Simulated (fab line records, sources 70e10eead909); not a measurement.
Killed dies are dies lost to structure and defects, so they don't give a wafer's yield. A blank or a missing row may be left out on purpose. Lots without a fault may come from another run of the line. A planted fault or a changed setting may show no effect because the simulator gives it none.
fab line records | flow nand_harc
record lots=11 wafers=33 last_day=33
route steps=1302 shown P_BONDPAD@386 A_ZERO_WELL@403 A_SOURCE_PLATE@418 A_ONON_D1@429 END@1302
lots that met no fault: from a run of the same line without faults
start_h: hours from the record's first day to the start of the lot's first wafer shown | wait_h: hours since the lot's step before | " the same as in the row above | L1.1+2: a row that stands for several wafers | - no value, or no start given | * or withheld: withheld | < > ~ a bound
route shown NAME@n: a module of which the file shows steps, and the number in the route of the first | usual: mean/standard deviation of fault-free wafers | same: alike in all rows | chamber/n: place in a boat | sites: the reading at each site | _std_site: their standard deviation | _edge_site: outer sites' mean less inner sites' | radius_mm: how far each site lies from the wafer's centre | mask NAME#n: copy n | behind: the tool/chamber that last shaped the wafer | hold: why the lot was held/for how many hours/how that ended | device: the transistor (n, p or np) that didn't switch | end of line: the same wafers' tests at the end of the route | a step without rows: its recipe alone | killed: dies lost to structure and defects at the first sort, not the wafer's yield | map: a wafer's dies, x killed, . not, _ none there
set.NAME: the setting as run; set.NAME@STEP: as run at that earlier step | model.NAME: the simulator's own value behind a step, which no gauge read
steps of the route over a sample of lots; a table a step, a row a wafer
services: from which hour (start_h, from the record's first day; less than 0 if before it) a tool's chamber was out of use, for how many hours, and why
## steps
# step NHARC_P_BONDPAD_ACTIVATE_29
# recipe time_s=60 n2_flow_sccm=200 ar_flow_sccm=0 bias_power_w=0 chemistry=N2
# usual drypump_motor_current_A=5.6/0.51 oes_product_au=1.001/0.007 rf_vpp_V=63.9/0.93 showerhead_plenum_p_Torr=1.73/0.069
# same bias_power_w=0 time_s=60
# columns lot.wafer tool chamber start_h wait_h drypump_motor_current_A oes_product_au rf_hours_counter_h rf_vpp_V showerhead_plenum_p_Torr
L399.4 rie_diel-06 2 143.13 0.1 6.4 1.008 0.5 63.8 1.71
L399.2 " 1 " " 5.8 0.996 0.5 63.9 1.73
L399.6 " 2 " " 6.4 1.006 - 64.4 1.71
L402.4 rie_diel-05 1 179.20 0.1 5.9 1.001 2.8 63.7 1.68
L402.1 " 2 " " 6.6 1.008 2.5 64.9 1.85
L402.6 " 1 " " 5.9 1.008 - 63.8 1.68
L405.2 rie_diel-05 2 210.55 0.1 6.5 1.013 3.5 63.7 1.85
L405.6 " 0 " " 5.2 1.001 - 64.9 1.65
L405.4 " 1 " " 5.9 1.007 - 63.4 1.68
L407.2 rie_diel-05 3 241.71 0.1 5.2 1.013 0.1 63.3 1.73
L407.1 " 0 " " 5.3 1.010 0.1 63.9 1.65
L407.5 " 0 " " 5.2 1.001 - 64.7 1.65
L408.2 rie_diel-06 2 245.30 0.1 6.4 1.008 5.8 62.4 1.70
L408.1 " 1 " " 5.8 1.004 6.2 63.7 1.73
L408.6 " 2 " " 6.4 1.015 - 64.4 1.70
L409.2 rie_diel-05 0 249.95 0.1 5.3 0.999 0.3 62.3 1.65
L409.1 " 3 " " 5.2 0.998 0.3 63.9 1.72
L409.5 " 1 " " 6.0 1.003 - 63.0 1.68
L410.1 rie_diel-05 2 260.38 0.1 6.6 1.005 0.4 64.1 1.85
L410.4 " 3 " " 5.2 1.000 0.4 64.5 1.72
L410.5 " 1 " " 5.9 0.990 - 64.0 1.68
L411.1 rie_diel-05 3 269.26 0.1 5.2 1.000 0.6 64.0 1.73
L411.2 " 1 " " 5.9 1.003 0.5 63.1 1.68
L411.6 " 3 " " 5.2 1.000 - 63.7 1.72
L412.4 rie_diel-09 0 281.11 0.1 5.1 1.004 7.1 63.6 1.72
L412.2 " 1 " " 5.2 1.002 7.1 62.7 1.83
L412.6 " 0 " " 5.1 0.987 - 65.6 1.72
L413.1 rie_diel-05 1 291.58 0.1 5.9 1.004 1.4 64.2 1.68
L413.3 " 0 " " 5.2 1.000 - 62.1 1.65
L413.6 " 1 " " 5.9 1.010 - 63.1 1.68
L420.4 rie_diel-09 3 358.35 0.1 5.0 0.999 1.6 64.5 1.77
L420.2 " 2 " " 5.5 0.985 1.8 62.9 1.64
L420.6 " 3 " " 5.0 1.002 - 63.9 1.77
# step NHARC_A_ZERO_WELL_DESCUM_12
# recipe time_s=3 o2_flow_sccm=200 ar_flow_sccm=0 bias_power_w=0 chemistry=O2
# usual drypump_motor_current_A=5.7/0.49 oes_product_au=1.002/0.0081 rf_vpp_V=57.9/0.96 showerhead_plenum_p_Torr=1.91/0.076 throttle_valve_pct=11.313/0.0084
# same bias_power_w=0 time_s=3
# columns lot.wafer tool chamber start_h wait_h drypump_motor_current_A oes_product_au rf_hours_counter_h rf_vpp_V showerhead_plenum_p_Torr throttle_valve_pct
L399.4 rie_diel-07 2 144.53 - 5.1 1.005 0 58.9 1.87 11.321
L399.2 " 3 " " 6.0 1.008 0 59.7 2.01 11.325
L399.6 " 3 " " 6.0 1.006 - 57.9 2.01 11.320
L402.1 rie_diel-07 2 180.61 - 5.1 0.998 1 60.6 1.87 11.310
L402.4 " 1 " " 6.5 0.997 1 57.2 1.84 11.315
L402.6 " 3 " " 6.0 1.010 - 59.2 2.01 11.318
L405.4 rie_diel-08 2 211.82 - 6.1 0.996 2 57.6 1.79 11.317
L405.2 " 0 " " 5.6 0.997 3 58.7 1.87 11.324
L405.6 " 3 " " 5.4 0.996 - 58.2 1.82 11.315
L407.1 rie_diel-07 2 243.13 - 5.1 0.994 3 58.6 1.87 11.302
L407.2 " 0 " " 5.5 0.998 3 59.6 2.03 11.329
L407.5 " 2 " " 5.1 0.996 - 60.0 1.87 11.318
L408.1 rie_diel-08 0 246.69 - 5.6 0.993 13 57.0 1.87 11.314
L408.2 " 1 " " 6.3 0.992 10 58.8 1.80 11.307
L408.6 " 1 " " 6.2 0.993 - 56.7 1.80 11.294
L409.2 rie_diel-07 3 251.37 - 6.0 1.017 3 58.4 2.01 11.306
L409.1 " 0 " " 5.5 1.004 3 59.5 2.03 11.325
L409.5 " 2 " " 5.1 1.008 - 56.6 1.87 11.309
L410.1 rie_diel-07 3 261.65 - 6.0 1.012 3 58.5 2.01 11.318
L410.4 " 0 " " 5.5 1.004 3 58.9 2.03 11.314
L410.5 " 2 " " 5.1 0.995 - 56.6 1.87 11.303
L411.1 rie_diel-07 1 270.66 - 6.4 1.016 3 57.7 1.84 11.313
L411.2 " 0 " " 5.5 1.000 3 56.5 2.03 11.309
L411.6 " 0 " " 5.5 0.996 - 58.7 2.03 11.326
L412.2 rie_diel-07 3 282.40 - 6.0 1.002 4 57.6 2.01 11.304
L412.4 " 0 " " 5.5 1.002 4 57.3 2.03 11.304
L412.6 " 2 " " 5.1 1.001 - 58.6 1.87 11.304
L413.1 rie_diel-07 2 293.06 - 5.1 1.009 4 56.4 1.87 11.316
L413.3 " 0 " " 5.5 1.013 4 58.5 2.03 11.325
L413.6 " 2 " " 5.1 0.999 - 57.2 1.87 11.305
L420.4 rie_diel-07 0 359.64 - 5.5 1.011 2 56.8 2.03 11.314
L420.2 " 1 " " 6.4 0.996 2 57.5 1.84 11.320
L420.6 " 2 " " 5.1 1.000 - 56.4 1.87 11.314
# step NHARC_A_SOURCE_PLATE_CVD_03
# recipe target_thk_a=2000 temp_c=620 pressure_mtorr=200 time_s=4000 material=poly-Si
# usual spike_tc_bottom_C=639.7/0.98 spike_tc_centre_C=621.2/1.4 spike_tc_lower_C=619.5/1.6 spike_tc_top_C=638.9/1.7 spike_tc_upper_C=619.2/1 tube_center_temp_C=620/0.058
# same time_s=4000
# columns lot.wafer tool chamber start_h wait_h spike_tc_bottom_C spike_tc_centre_C spike_tc_lower_C spike_tc_top_C spike_tc_upper_C tube_center_temp_C
L399.2 lpcvd_poly-04 0 155.19 - 639.5 620.8 620.5 639.3 618.3 619.96
L399.4 " 0 " " 639.5 619.8 621.7 636.9 619.5 619.99
L399.6 " 0 " " 637.9 618.9 619.4 639.6 619.1 620.01
L402.1 lpcvd_poly-03 0 191.31 - 638.7 621.3 619.3 639.7 619.9 620.11
L402.4 " 0 " " 641.0 619.2 617.8 642.5 617.1 620
L402.6 " 0 " " 639.1 619.6 618.2 639.3 619.0 620.03
L405.2 lpcvd_poly-03 0 223.06 - 639.3 620.0 617.6 641.7 619.9 619.98
L405.4 " 0 " " 638.6 621.2 619.0 640.7 620.8 619.97
L405.6 " 0 " " 639.4 620.9 618.7 641.5 618.8 619.94
L407.1 lpcvd_poly-04 0 255.88 - 638.2 619.5 621.1 637.2 618.2 620.02
L407.2 " 0 " " 638.8 620.4 620.8 638.1 618.8 620.05
L407.5 " 0 " " 639.5 618.2 622.0 638.1 620.1 620.07
L408.1 lpcvd_poly-04 0 255.88 - 639.8 620.6 621.6 638.0 617.7 620.01
L408.2 " 0 " " 639.1 621.0 620.7 638.6 619.0 620.03
L408.6 " 0 " " 639.0 621.0 620.2 639.4 618.1 619.96
L409.1 lpcvd_poly-04 0 266.33 - 641.2 620.5 620.7 636.9 617.4 620.07
L409.2 " 0 " " 640.3 620.9 621.3 639.3 618.6 619.99
L409.5 " 0 " " 638.1 619.0 620.3 637.1 620.2 619.99
L410.1 lpcvd_poly-02 0 273.48 - 652.7 634.1 630.2 650.9 631.2 632.92
L410.4 " 0 " " 653.6 635.3 634.0 649.8 632.9 632.92
L410.5 " 0 " " 653.5 634.5 631.9 650.5 633.0 633.02
L411.1 lpcvd_poly-02 0 282.54 - 653.2 634.2 633.9 651.9 631.9 633.06
L411.2 " 0 " " 652.6 635.0 632.6 651.6 631.3 632.9
L411.6 " 0 " " 652.7 636.0 631.3 649.4 632.0 632.88
L412.2 lpcvd_poly-02 0 295.76 - 652.7 635.0 632.3 649.3 631.1 633.05
L412.4 " 0 " " 650.8 637.0 633.3 650.3 631.3 632.99
L412.6 " 0 " " 653.6 635.0 634.7 648.2 631.9 632.99
L413.1 lpcvd_poly-03 0 306.32 - 638.6 623.1 618.0 640.3 619.5 619.94
L413.3 " 0 " " 638.7 621.9 617.2 640.2 619.2 619.94
L413.6 " 0 " " 640.6 620.0 617.7 641.4 619.7 619.91
L420.2 lpcvd_poly-02 0 371.53 - 640.5 624.0 617.8 638.4 618.4 619.98
L420.4 " 0 " " 640.3 621.3 619.8 638.4 619.7 620
L420.6 " 0 " " 638.3 623.7 619.9 639.0 618.7 620.1
# step NHARC_A_SOURCE_PLATE_THK_MEAS_06
# recipe thk_meas_gauge=ellipsometry
# usual thk_nm=200.1/2
# columns lot.wafer tool chamber start_h wait_h hold thk_nm
L399.2 film_metro-02 - 165.22 0.4 - 200.8
L399.4 " - " " - 201.1
L399.6 " - " " - 200.4
L402.1 film_metro-01 - 202.84 0.4 - 201.1
L402.4 " - " " - 198.1
L402.6 " - " " - 198.5
L405.2 film_metro-02 - 233.49 0.4 - 204.5
L405.4 " - " " - 200.6
L405.6 " - " " - 203.6
L408.1 film_metro-02 - 267.29 0.4 - 198.7
L408.2 " - " " - 199.3
L408.6 " - " " - 196.7
L407.1 film_metro-01 - 267.29 0.4 - 197.5
L407.2 " - " " - 196.2
L407.5 " - " " - 198.2
L409.1 film_metro-01 - 276.34 0.4 - 199.5
L409.2 " - " " - 199.4
L409.5 " - " " - 198.9
L410.1 film_metro-01 - 285.94 0.4 await_dispo/0.2h/release 268.0
L410.4 " - " " await_dispo/0.2h/release 266.3
L410.5 " - " " await_dispo/0.2h/release 267.8
L410.1 film_metro-01 - 286.11 0.2 - 268.6
L410.4 " - " " - 267.2
L410.5 " - " " - 267.7
L411.1 film_metro-02 - 293.44 0.4 await_dispo/0.2h/release 268.4
L411.2 " - " " await_dispo/0.2h/release 267.1
L411.6 " - " " await_dispo/0.2h/release 266.9
L411.1 film_metro-02 - 293.61 0.2 - 269.4
L411.2 " - " " - 267.3
L411.6 " - " " - 267.2
L412.2 film_metro-01 - 307.35 0.4 await_dispo/0.2h/release 271.3
L412.4 " - " " await_dispo/0.2h/release 270.6
L412.6 " - " " await_dispo/0.2h/release 270.7
L412.2 film_metro-01 - 307.52 0.2 - 270.7
L412.4 " - " " - 271.3
L412.6 " - " " - 270.5
L413.1 film_metro-02 - 318.20 0.4 - 203.3
L413.3 " - " " - 204.9
L413.6 " - " " - 202.8
L420.2 film_metro-01 - 382.90 0.4 - 200.2
L420.4 " - " " - 196.8
L420.6 " - " " - 198.3
# step NHARC_A_ONON_D1_THK_MEAS_08
# recipe thk_meas_gauge=ellipsometry
# usual thk_nm=1000/9.7
# columns lot.wafer tool chamber start_h wait_h thk_nm
L399.2 film_metro-01 - 166.97 - 1001
L399.4 " - " " 1000
L399.6 " - " " 1000
L402.1 film_metro-02 - 204.67 - 1003
L402.4 " - " " 1005
L402.6 " - " " 1004
L405.2 film_metro-01 - 235.30 - 1011
L405.4 " - " " 1012
L405.6 " - " " 1013
L408.1 film_metro-01 - 269.06 - 985
L408.2 " - " " 985
L408.6 " - " " 984
L407.1 film_metro-01 - 269.09 - 999
L407.2 " - " " 1001
L407.5 " - " " 1000
L409.1 film_metro-01 - 278.11 - 1010
L409.2 " - " " 1012
L409.5 " - " " 1011
L410.1 film_metro-01 - 296.09 - 1007
L410.4 " - " " 1006
L410.5 " - " " 1007
L411.1 film_metro-02 - 303.59 - 1012
L411.2 " - " " 1011
L411.6 " - " " 1011
L412.2 film_metro-01 - 319.24 - 1013
L412.4 " - " " 1014
L412.6 " - " " 1014
L413.1 film_metro-02 - 320.01 - 995
L413.3 " - " " 993
L413.6 " - " " 995
L420.2 film_metro-01 - 384.68 - 990
L420.4 " - " " 992
L420.6 " - " " 992
# step NHARC_END_SORT_01
# recipe temp_c=25
# usual killed_at_array=51/16 killed_at_other=0.6/0.88 killed_at_periphery=4.0/2.6 killed_dies=55/16 killed_open=3.5/1.9 killed_short=2.3/1.6
# same gross_dies=677
# columns lot.wafer tool chamber start_h wait_h killed_at_array killed_at_other killed_at_periphery killed_dies killed_open killed_short
L399.2 prober-01 0 578.40 2.8 54 0 2 56 3 1
L399.4 prober-01 0 580.01 3.4 51 2 4 57 3 2
L399.6 prober-01 0 581.61 4.0 75 1 3 79 4 3
L402.1 prober-01 0 604.35 2.5 56 0 8 64 6 0
L402.4 prober-01 0 606.74 3.4 33 0 6 39 1 1
L402.6 prober-01 0 608.34 4.0 41 1 5 47 2 2
L405.2 prober-02 0 635.81 2.8 78 0 2 80 3 1
L405.4 prober-02 0 637.43 3.4 88 0 1 89 3 2
L405.6 prober-02 0 639.05 4.1 74 0 5 79 5 5
L408.1 prober-01 0 688.74 2.5 35 0 6 41 7 5
L408.2 prober-01 0 689.55 2.8 42 0 4 46 3 3
L408.6 prober-01 0 692.79 4.1 53 0 6 59 6 5
L407.1 prober-02 0 688.75 2.5 66 0 12 78 3 2
L407.2 prober-02 0 689.55 2.8 60 3 7 70 3 3
L407.5 prober-02 0 691.97 3.7 73 1 7 81 3 2
L411.1 prober-01 0 698.34 2.5 41 0 1 42 4 1
L411.2 prober-01 0 699.14 2.8 45 1 10 56 2 1
L411.6 prober-01 0 702.34 4.0 40 1 5 46 7 1
L409.1 prober-02 0 704.45 2.5 57 0 3 60 3 2
L409.2 prober-02 0 705.26 2.8 50 0 4 54 6 4
L409.5 prober-02 0 707.68 3.7 40 0 1 41 3 1
L412.2 prober-01 0 707.32 2.8 50 0 4 54 3 2
L412.4 prober-01 0 708.91 3.4 60 0 3 63 3 0
L412.6 prober-01 0 710.50 4.0 51 0 1 52 2 5
L410.1 prober-02 0 712.34 2.5 43 1 5 49 4 2
L410.4 prober-02 0 714.71 3.4 44 0 3 47 4 4
L410.5 prober-02 0 715.50 3.7 40 0 7 47 5 4
L413.1 prober-01 0 715.03 2.5 24 2 10 36 10 2
L413.3 prober-01 0 716.63 3.1 16 0 9 25 0 2
L413.6 prober-01 0 719.02 4.0 32 0 2 34 4 5
L420.2 prober-01 0 778.77 2.8 52 0 0 52 1 1
L420.4 prober-01 0 780.38 3.4 54 0 0 54 2 1
L420.6 prober-01 0 781.99 4.0 54 0 1 55 4 4
# killed by level:class
L399.2 A_CHANNEL_HOLE_D2:chamber_film_flake=19 A_SLIT:chamber_film_flake=18 A_CHANNEL_HOLE_D1:chamber_film_flake=3 A_DECK1_JOINT:chamber_film_flake=3 A_CONTACT:chamber_film_flake=2 A_BLC:chamber_film_flake=2 A_DECK1_JOINT:geometric_particle:open=1 A_CHANNEL_FILL_D2:geometric_particle:open=1
L399.4 A_CHANNEL_HOLE_D2:chamber_film_flake=18 A_SLIT:chamber_film_flake=13 A_CHANNEL_HOLE_D1:chamber_film_flake=7 P_ZERO_WELL:chamber_film_flake=3 A_BLC:chamber_film_flake=3 A_STAIRCASE:chamber_film_flake=2 A_WL_FILL:chamber_film_flake=2 A_CONTACT:chamber_film_flake=2
L399.6 A_CHANNEL_HOLE_D2:chamber_film_flake=28 A_SLIT:chamber_film_flake=23 A_CHANNEL_HOLE_D1:chamber_film_flake=9 A_CONTACT:chamber_film_flake=4 A_DECK1_JOINT:chamber_film_flake=3 P_STI:geometric_particle:short=1 A_CHANNEL_FILL_D2:geometric_particle:open=1 P_CONTACT:geometric_particle:open=1
L402.1 A_CHANNEL_HOLE_D1:chamber_film_flake=31 A_CHANNEL_HOLE_D2:chamber_film_flake=14 A_SLIT:chamber_film_flake=4 A_WL_FILL:geometric_particle:open=2 P_ZERO_WELL:chamber_film_flake=2 P_CONTACT:chamber_film_flake=2 P_CONTACT:geometric_particle:open=1 P_M0:geometric_particle:open=1
L402.4 A_CHANNEL_HOLE_D2:chamber_film_flake=13 A_CHANNEL_HOLE_D1:chamber_film_flake=11 P_CONTACT:chamber_film_flake=4 A_CHANNEL_FILL_D1:chamber_film_flake=3 A_WL_FILL:chamber_film_flake=2 A_DECK1_JOINT:chamber_film_flake=2 A_DECK1_JOINT:geometric_particle:short=1 A_DECK1_JOINT:geometric_particle:open=1
L402.6 A_CHANNEL_HOLE_D1:chamber_film_flake=19 A_CHANNEL_HOLE_D2:chamber_film_flake=9 P_CONTACT:chamber_film_flake=3 A_CHANNEL_FILL_D1:chamber_film_flake=3 A_SLIT:chamber_film_flake=3 A_DECK1_JOINT:chamber_film_flake=2 A_BONDPAD:chamber_film_flake=2 P_GATE:geometric_particle:open=1
L405.2 A_CHANNEL_HOLE_D1:chamber_film_flake=28 A_SLIT:chamber_film_flake=23 A_CHANNEL_HOLE_D2:chamber_film_flake=11 A_CONTACT:chamber_film_flake=6 A_CHANNEL_FILL_D1:chamber_film_flake=3 A_STAIRCASE:chamber_film_flake=3 A_CHANNEL_FILL_D1:geometric_particle:short=1 A_CHANNEL_HOLE_D2:geometric_particle:open=1
L405.4 A_CHANNEL_HOLE_D2:chamber_film_flake=29 A_CHANNEL_HOLE_D1:chamber_film_flake=19 A_SLIT:chamber_film_flake=19 A_CONTACT:chamber_film_flake=7 A_STAIRCASE:chamber_film_flake=6 A_CHANNEL_FILL_D1:chamber_film_flake=2 P_CONTACT:geometric_particle:open=1 A_SOURCE_PLATE:geometric_particle:short=1
L405.6 A_CHANNEL_HOLE_D1:chamber_film_flake=22 A_SLIT:chamber_film_flake=15 A_CHANNEL_HOLE_D2:chamber_film_flake=15 A_STAIRCASE:chamber_film_flake=7 A_CONTACT:chamber_film_flake=6 A_CHANNEL_FILL_D1:chamber_film_flake=3 P_CONTACT:geometric_particle:open=1 P_M0:geometric_particle:open=1
L408.1 A_CHANNEL_HOLE_D1:chamber_film_flake=20 P_BONDPAD:chamber_film_flake=3 A_ZERO_WELL:chamber_film_flake=2 P_GATE:geometric_particle:short=1 P_M0:geometric_particle:open=1 P_M0:geometric_particle:short=1 A_CHANNEL_FILL_D1:geometric_particle:short=1 A_CHANNEL_FILL_D1:geometric_particle:open=1
L407.1 A_CHANNEL_HOLE_D1:chamber_film_flake=32 A_SLIT:chamber_film_flake=24 P_BONDPAD:chamber_film_flake=6 P_STI:chamber_film_flake=4 A_CONTACT:chamber_film_flake=3 P_STI:geometric_particle:open=1 A_ONON_D1:geometric_particle:open=1 A_ONON_D2:geometric_particle:short=1
L408.2 A_CHANNEL_HOLE_D1:chamber_film_flake=29 A_CONTACT:chamber_film_flake=3 A_WL_FILL:chamber_film_flake=2 A_ZERO_WELL:chamber_film_flake=2 A_STAIRCASE:chamber_film_flake=2 P_GATE:geometric_particle:short=1 P_CONTACT:geometric_particle:open=1 P_M0:geometric_particle:open=1
L407.2 A_SLIT:chamber_film_flake=25 A_CHANNEL_HOLE_D1:chamber_film_flake=17 A_CONTACT:chamber_film_flake=10 P_STI:chamber_film_flake=3 P_BONDPAD:chamber_film_flake=3 THIN_TSV:chamber_film_flake=3 A_ONON_D2:geometric_particle:short=2 A_ONON_D1:geometric_particle:open=1
L407.5 A_CHANNEL_HOLE_D1:chamber_film_flake=35 A_SLIT:chamber_film_flake=29 A_CONTACT:chamber_film_flake=4 P_STI:chamber_film_flake=3 P_BONDPAD:chamber_film_flake=3 P_CONTACT:geometric_particle:open=1 A_CHANNEL_FILL_D1:geometric_particle:open=1 A_ONON_D2:geometric_particle:short=1
L408.6 A_CHANNEL_HOLE_D1:chamber_film_flake=42 P_GATE:geometric_particle:open=2 P_CONTACT:geometric_particle:open=2 A_WL_FILL:geometric_particle:short=2 A_STAIRCASE:chamber_film_flake=2 A_SLIT:chamber_film_flake=2 A_WL_FILL:chamber_film_flake=1 P_CONTACT:geometric_particle:short=1
L411.1 A_CHANNEL_HOLE_D1:chamber_film_flake=23 A_CONTACT:chamber_film_flake=4 A_BONDPAD:chamber_film_flake=4 A_M0:geometric_particle:open=2 A_SLIT:chamber_film_flake=2 A_CHANNEL_FILL_D1:geometric_particle:open=1 A_CHANNEL_FILL_D2:geometric_particle:short=1 A_CONTACT:geometric_particle:open=1
L411.2 A_CHANNEL_HOLE_D1:chamber_film_flake=29 P_GATE:chamber_film_flake=5 A_CONTACT:chamber_film_flake=4 P_M2:chamber_film_flake=3 A_CHANNEL_HOLE_D2:chamber_film_flake=3 A_BONDPAD:chamber_film_flake=3 A_WL_FILL:chamber_film_flake=2 P_M0:geometric_particle:open=1
L411.6 A_CHANNEL_HOLE_D1:chamber_film_flake=21 A_M0:geometric_particle:open=5 P_GATE:chamber_film_flake=5 A_BONDPAD:chamber_film_flake=4 A_CHANNEL_HOLE_D2:chamber_film_flake=2 A_WL_FILL:chamber_film_flake=2 A_CONTACT:chamber_film_flake=2 A_CHANNEL_HOLE_D1:geometric_particle:short=1
L409.1 A_CHANNEL_HOLE_D1:chamber_film_flake=30 A_CHANNEL_HOLE_D2:chamber_film_flake=18 P_M2:chamber_film_flake=2 A_BONDPAD:chamber_film_flake=2 A_DECK1_JOINT:geometric_particle:short=1 A_ONON_D2:geometric_particle:short=1 A_CONTACT:geometric_particle:open=1 A_BLC:geometric_particle:open=1
L409.2 A_CHANNEL_HOLE_D1:chamber_film_flake=19 A_CHANNEL_HOLE_D2:chamber_film_flake=13 A_CONTACT:chamber_film_flake=4 A_ONON_D1:geometric_particle:open=2 A_WL_FILL:geometric_particle:short=2 P_STI:chamber_film_flake=2 A_SLIT:chamber_film_flake=2 A_BONDPAD:chamber_film_flake=2
L412.2 A_SLIT:chamber_film_flake=26 A_CHANNEL_HOLE_D2:chamber_film_flake=9 A_WL_FILL:chamber_film_flake=5 A_CHANNEL_HOLE_D1:chamber_film_flake=3 A_CONTACT:chamber_film_flake=2 P_ZERO_WELL:geometric_particle:open=1 P_CONTACT:geometric_particle:open=1 A_ONON_D2:geometric_particle:short=1
L409.5 A_CHANNEL_HOLE_D1:chamber_film_flake=19 A_CHANNEL_HOLE_D2:chamber_film_flake=13 A_STAIRCASE:chamber_film_flake=2 A_CONTACT:chamber_film_flake=2 P_M1:geometric_particle:open=1 A_SOURCE_PLATE:geometric_particle:open=1 A_ONON_D2:geometric_particle:short=1 A_WL_FILL:geometric_particle:open=1
L412.4 A_SLIT:chamber_film_flake=29 A_CHANNEL_HOLE_D1:chamber_film_flake=9 A_CONTACT:chamber_film_flake=7 A_CHANNEL_HOLE_D2:chamber_film_flake=6 A_WL_FILL:chamber_film_flake=4 P_CONTACT:geometric_particle:open=1 A_CHANNEL_FILL_D1:geometric_particle:open=1 A_CONTACT:geometric_particle:open=1
L412.6 A_SLIT:chamber_film_flake=27 A_CHANNEL_HOLE_D2:chamber_film_flake=12 A_DECK1_JOINT:geometric_particle:short=2 A_CHANNEL_HOLE_D1:chamber_film_flake=2 A_STAIRCASE:chamber_film_flake=2 A_SOURCE_PLATE:geometric_particle:short=1 A_ONON_D1:geometric_particle:short=1 A_CHANNEL_FILL_D2:geometric_particle:open=1
L410.1 A_CHANNEL_HOLE_D2:chamber_film_flake=24 A_CHANNEL_HOLE_D1:chamber_film_flake=4 A_CONTACT:chamber_film_flake=4 P_M2:chamber_film_flake=3 A_ZERO_WELL:chamber_film_flake=2 A_CHANNEL_FILL_D1:chamber_film_flake=2 A_SLIT:chamber_film_flake=2 A_ONON_D1:geometric_particle:short=1
L410.4 A_CHANNEL_HOLE_D2:chamber_film_flake=18 A_CHANNEL_HOLE_D1:chamber_film_flake=8 A_SLIT:chamber_film_flake=4 P_M2:chamber_film_flake=3 A_STAIRCASE:chamber_film_flake=3 A_CHANNEL_FILL_D2:geometric_particle:open=2 A_CONTACT:chamber_film_flake=2 A_ONON_D1:geometric_particle:short=1
L413.1 A_CHANNEL_HOLE_D1:chamber_film_flake=7 A_SLIT:chamber_film_flake=6 P_STI:chamber_film_flake=5 P_M1:geometric_particle:open=2 A_SOURCE_PLATE:geometric_particle:open=2 A_CONTACT:chamber_film_flake=2 THIN_TSV:chamber_film_flake=2 P_GATE:geometric_particle:open=1
L410.5 A_CHANNEL_HOLE_D2:chamber_film_flake=18 A_CHANNEL_HOLE_D1:chamber_film_flake=9 A_CONTACT:chamber_film_flake=4 P_M2:chamber_film_flake=3 A_CHANNEL_FILL_D2:geometric_particle:open=2 P_GATE:geometric_particle:short=1 P_CONTACT:geometric_particle:open=1 P_CONTACT:geometric_particle:short=1
L413.3 A_CHANNEL_HOLE_D1:chamber_film_flake=7 P_GATE:chamber_film_flake=5 A_CONTACT:chamber_film_flake=4 P_STI:chamber_film_flake=2 A_SLIT:chamber_film_flake=2 P_GATE:geometric_particle:short=1 A_CHANNEL_FILL_D2:geometric_particle:short=1 P_ZERO_WELL:chamber_film_flake=1
L413.6 A_CHANNEL_HOLE_D1:chamber_film_flake=13 A_CONTACT:chamber_film_flake=4 A_STAIRCASE:chamber_film_flake=3 A_M0:geometric_particle:open=2 A_ZERO_WELL:chamber_film_flake=2 P_M1:geometric_particle:short=1 A_ONON_D1:geometric_particle:short=1 A_ONON_D1:geometric_particle:open=1
L420.2 A_CHANNEL_HOLE_D2:chamber_film_flake=25 A_CHANNEL_HOLE_D1:chamber_film_flake=10 A_CONTACT:chamber_film_flake=6 A_SLIT:chamber_film_flake=3 A_STAIRCASE:chamber_film_flake=3 A_DECK1_JOINT:chamber_film_flake=2 A_DECK1_JOINT:geometric_particle:short=1 A_WL_FILL:geometric_particle:open=1
L420.4 A_CHANNEL_HOLE_D2:chamber_film_flake=27 A_CHANNEL_HOLE_D1:chamber_film_flake=7 A_SLIT:chamber_film_flake=6 A_CONTACT:chamber_film_flake=6 A_WL_FILL:chamber_film_flake=2 A_ONON_D1:geometric_particle:open=1 A_DECK1_JOINT:geometric_particle:open=1 A_CHANNEL_FILL_D2:geometric_particle:short=1
L420.6 A_CHANNEL_HOLE_D2:chamber_film_flake=25 A_CHANNEL_HOLE_D1:chamber_film_flake=8 A_SLIT:chamber_film_flake=5 A_CONTACT:chamber_film_flake=4 A_STAIRCASE:chamber_film_flake=3 A_CHANNEL_FILL_D1:geometric_particle:open=1 A_DECK1_JOINT:geometric_particle:short=1 A_ONON_D2:geometric_particle:short=1
## services
# columns tool chamber start_h hours kind
rie_diel-08 1 123.62 16.1 repair
rie_diel-06 - 130.20 9.0 pm
rie_diel-09 - 143.39 9.0 pm
rie_diel-08 1 157.97 30.4 repair
rie_diel-08 3 160.86 2.5 repair
rie_diel-07 1 163.82 2.1 repair
rie_diel-09 0 165.49 4.0 repair
rie_diel-08 - 172.84 0.2 repair
rie_diel-05 - 175.83 1.0 repair
rie_diel-05 3 189.77 3.1 repair
rie_diel-09 2 189.90 5.2 repair
rie_diel-08 - 195.77 9.0 pm
rie_diel-05 3 200.62 14.5 repair
lpcvd_poly-02 - 206.00 26.0 pm
rie_diel-05 - 229.61 9.0 pm
rie_diel-07 1 237.22 2.6 repair
rie_diel-07 3 265.39 16.0 repair
rie_diel-05 2 279.24 23.6 repair
rie_diel-05 0 281.65 2.0 repair
rie_diel-07 - 287.95 1.8 repair
rie_diel-05 3 289.99 7.0 repair
rie_diel-07 - 294.20 9.0 pm
rie_diel-05 1 332.85 4.1 repair
rie_diel-07 1 342.98 10.5 repair
## key
first_sign step=NHARC_A_SOURCE_PLATE_CVD_03 reading=tube_center_temp_C direction=up sigmas=99+ usual=* struck=*
effect step=NHARC_A_SOURCE_PLATE_CVD_03 reading=spike_tc_bottom_C direction=up sigmas=13 usual=639.7 struck=652.8
effect step=NHARC_A_SOURCE_PLATE_THK_MEAS_06 reading=visit direction=added
effect step=NHARC_A_SOURCE_PLATE_THK_MEAS_06 reading=thk_nm direction=up sigmas=34 usual=200.1 struck=268.6
met_at NHARC_A_SOURCE_PLATE_CVD_03
struck_lots L410,L411,L412
tester_left_out L410,L411,L412
not_acting_at NHARC_P_BONDPAD_ACTIVATE_29,NHARC_A_ZERO_WELL_DESCUM_12,NHARC_A_ONON_D1_THK_MEAS_08
fault kind=process_parameter_drift tool=lpcvd_poly-02 chamber=- onset_h=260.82 steps=NHARC_P_GATE_CVD_17,NHARC_A_SOURCE_PLATE_CVD_03,NHARC_A_CHANNEL_FILL_D1_CVD_18,NHARC_A_CHANNEL_FILL_D1_CVD_05,NHARC_A_CHANNEL_FILL_D1_CVD_09,NHARC_A_DECK1_JOINT_CVD_12,NHARC_A_CHANNEL_FILL_D2_CVD_18,NHARC_A_CHANNEL_FILL_D2_CVD_05,+2 channel=temp_c offset=* shape=step end_h=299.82
# tester_left_out: of these lots the tester's yield and bins aren't shown, on N5 and GAA mostly nor the transistor test; their killed dies are dies lost to structure and defects alone, not to doping, threshold or leakage, so they don't give the yield
